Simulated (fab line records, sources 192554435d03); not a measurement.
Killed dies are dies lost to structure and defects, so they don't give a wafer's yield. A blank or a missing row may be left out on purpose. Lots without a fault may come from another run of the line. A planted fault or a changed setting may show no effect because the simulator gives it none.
Problem report in the 8D (eight disciplines) form, filled by code | flow n5_finfet | the parts of the form that need people (team, actions taken, sign-off) are left out

1. THE PROBLEM
etch_rf_on_time_s at N5_PASSIVATION_VIA_ETCH_13 reads a mean of 209 s on 1 wafer of 1 lot; wafers without a fault read 236 s with a standard deviation of 3.7. That is -7.3 standard deviations from the usual mean.
The step: etches SiO2 in CHF3/O2, target depth 660 nm, time 330 s.
First seen on wafer L102.4, day 16 01:33, on rie_diel-01. The record holds 15 wafers of 5 lots with a number at this step. Rule for "out", or "out of limits": more than 4 standard deviations from the usual mean. The other wafers with a number count as sound.

2. WHAT IT IS AND WHAT IT IS NOT
question                    | is                | is not
which readings at this step | etch_rf_on_time_s | drypump_motor_current_A, rf_vpp_V, showerhead_plenum_p_Torr, throttle_valve_pct
which lots                  | L102              | L101, L108, L995, L997
which wafers of those lots  | L102.4            | L102.2, L102.5
read on which tools         | rie_diel-01       | rie_diel-04
when                        | from day 16 01:33 | up to then (11 sound wafers); but 3 sound wafers of L108 came after

3. SUSPECTS, AND WHAT RULES EACH OUT
Counting: a tool at a process step up to the reading stays a suspect if it ran every lot that is out. Sound lots after the first of them don't rule it out here, since some wafers of a struck lot are sound.
- rie_diel-06 at N5_MIM_BOT_LITHO_DESCUM_10 (chemistry O2, time 7.9 s): kept. It ran the lot that is out, L102 (day 15 21:48).
- rie_metal-02 at N5_MIM_BOT_ETCH_ETCH_03 (etches the open film in Cl2/BCl3, target depth 12 nm): kept. It ran the lot that is out, L102 (day 15 21:58); its last sound lot up to then is L997 (day 14 13:58).
- rie_diel-02 at N5_MIM_BOT_ETCH_STRIP_01 (strips in O2): kept. It ran the lot that is out, L102 (day 15 22:11); its last sound lot up to then is L101 (day 15 20:33).
- pecvd-01 at N5_PASSIVATION_PECVD_55 (deposits SiO2 from SiH4/N2O, target thk 400 nm, time 22.5 s): kept. It ran the lot that is out, L102 (day 15 22:41); its last sound lot up to then is L101 (day 15 21:03).
- rie_diel-01 at N5_PASSIVATION_DESCUM_12 (chemistry O2, time 7.9 s): kept. It ran the lot that is out, L102 (day 16 01:23).
- rie_diel-01 at N5_PASSIVATION_PASS_ETCH_74 (etches SiNx in CF4/O2, target depth 220 nm, time 110 s): kept. It ran the lot that is out, L102 (day 16 01:28).
- rie_diel-01 at N5_PASSIVATION_VIA_ETCH_13 (etches SiO2 in CHF3/O2, target depth 660 nm, time 330 s): kept. It ran the lot that is out, L102 (day 16 01:33). Its own readings are out on those wafers: etch_rf_on_time_s.
- Within rie_diel-06 at N5_MIM_BOT_LITHO_DESCUM_10: the wafers that are out ran in chamber 3; their sound lot-mates ran in chamber 0.
- Within rie_diel-01 at N5_PASSIVATION_DESCUM_12: the wafers that are out ran in chamber 3; their sound lot-mates ran in chamber 2.
- Within rie_diel-01 at N5_PASSIVATION_PASS_ETCH_74: the wafers that are out ran in chamber 3; their sound lot-mates ran in chamber 2.
- Within rie_diel-01 at N5_PASSIVATION_VIA_ETCH_13: the wafers that are out ran in chamber 3; their sound lot-mates ran in chamber 2.
Left after counting: rie_diel-06 at N5_MIM_BOT_LITHO_DESCUM_10, rie_metal-02 at N5_MIM_BOT_ETCH_ETCH_03, rie_diel-02 at N5_MIM_BOT_ETCH_STRIP_01, pecvd-01 at N5_PASSIVATION_PECVD_55, rie_diel-01 at N5_PASSIVATION_DESCUM_12, rie_diel-01 at N5_PASSIVATION_PASS_ETCH_74, rie_diel-01 at N5_PASSIVATION_VIA_ETCH_13.

4. THE CAUSE (what the simulator had put in)
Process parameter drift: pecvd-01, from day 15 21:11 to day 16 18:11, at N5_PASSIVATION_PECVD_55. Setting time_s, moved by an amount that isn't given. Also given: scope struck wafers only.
Counting left 7 suspects, and this tool is among them.

5. THE CHAIN OF EFFECTS, in route order
Each row: a reading whose mean over the struck wafers that have a number lies more than 3 standard deviations from the usual. Only readings for which the record gives a usual standard deviation are gone through. hours: the time from each lot's start at the first step in this table that gives one to its start at this step, as a median over the lots. sigmas: the change in usual standard deviations.
hours | step                       | reading           | usual | on struck wafers | change | sigmas
0     | N5_PASSIVATION_VIA_ETCH_13 | etch_rf_on_time_s | 236 s | 209              | -27    | -7.3
The process steps in it:
- N5_PASSIVATION_VIA_ETCH_13: etches SiO2 in CHF3/O2, target depth 660 nm, time 330 s.

6. WHAT WOULD HAVE CAUGHT IT SOONER
In this record the first reading out of limits was taken at day 16 01:33, 4 hours after the fault began at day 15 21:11.
Of the tool readings at N5_PASSIVATION_PECVD_55 for which the record gives a usual standard deviation, none was out on any struck wafer, so an alarm limit of 4 standard deviations on them would not have fired.
All the lots that are out (1) had begun N5_PASSIVATION_PECVD_55 on pecvd-01 by day 16 01:33. A hold on the tool at that time would have spared none of them.
